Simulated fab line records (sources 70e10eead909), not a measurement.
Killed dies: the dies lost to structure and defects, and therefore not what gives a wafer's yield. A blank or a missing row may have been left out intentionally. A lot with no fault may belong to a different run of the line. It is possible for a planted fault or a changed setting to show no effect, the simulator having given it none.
Comparing a struck lot with a sound one	flow nand-harc	15 out of 1159 route steps
Sound: the wafers L802.3, L802.5, L802.6. Wafers struck: L804.3, L804.5, L804.6. At the end, the cause is stated.
At each step with rows: each side's tool, then ch and its chambers, then its first start. Under that, the readings that differ: sound wafers	struck wafers	difference of the means	sigmas: that difference in standard deviations of wafers without a fault.
alike: same words and numbers on both sides, and readings whose means sit less than 2 such deviations apart. not compared: any withheld reading, any reading some wafer has no value for, any bound like >300 that may hide the same value, and any number with overlapping values for which the record gives no deviation.
The two part at a step that has a row with sigmas, a row that says differs or no value, or rows on one side only. Numbers that don't overlap but have no deviation are shown without sigmas and don't part them. A reading that every wafer of one side lacks parts them only if that side has two wafers or more.

NHARC_THIN_TSV_GRIND_00:
  sound on grinder-01 ch 0, day 21 14:24; struck on grinder-01 ch 0, day 23 04:21
  alike: head-pressure-psi, motor-current-A
NHARC_THIN_TSV_CMP_01: polishes.
  sound on cmp-01 ch 1,2, day 21 15:14; struck on cmp-01 ch 0,1,3, day 23 05:16
  alike: motor-current-A
NHARC_THIN_TSV_THK_MEAS_02: measures by ir.
  sound: film-metro-02 at day 21 15:29; struck: film-metro-02 at day 23 05:28
  alike: thk-nm
then, 3 steps without rows for these wafers: NHARC_THIN_TSV_SRD_03; NHARC_THIN_TSV_PRECLEAN_41 (cleans in SC1); NHARC_THIN_TSV_SRD_42.
NHARC_THIN_TSV_DEP_43: deposits SiO2, target thk 1328.5 nm.
  sound on pecvd-02 ch 1,2, day 21 15:45; struck on pecvd-03 ch 1,2, day 23 05:47
  alike: chamber-pressure-Torr, rf-fwd-power-W, showerhead-vpp-V, throttle-valve-pct
then, 5 steps without rows for these wafers: NHARC_THIN_TSV_DEHYDRATE_04 (time 120 s); NHARC_THIN_TSV_HMDS_05 (time 30 s); NHARC_THIN_TSV_COAT_06; NHARC_THIN_TSV_SOFTBAKE_07 (time 95 s); NHARC_THIN_TSV_EBR_08.
NHARC_THIN_TSV_EXPOSE_09: exposes mask TSV.
  sound on krf-scanner-01 ch 0, day 21 16:23; struck on krf-scanner-01 ch 0, day 23 06:22
reading	sound	struck	difference	sigmas
model.THIN_TSV.overlay-x-nm (nm)	6.864 6.864 6.864	48.32 48.32 48.32	+41.46	
  alike: mask, focus-offset-nm, stage-vel-mm-s
then, 2 steps without rows for these wafers: NHARC_THIN_TSV_PEB_10 (peb time 85 s); NHARC_END_SORT_01.

== WHERE THEY PART ==
Nowhere in this record.

WHY: what the simulator had put in
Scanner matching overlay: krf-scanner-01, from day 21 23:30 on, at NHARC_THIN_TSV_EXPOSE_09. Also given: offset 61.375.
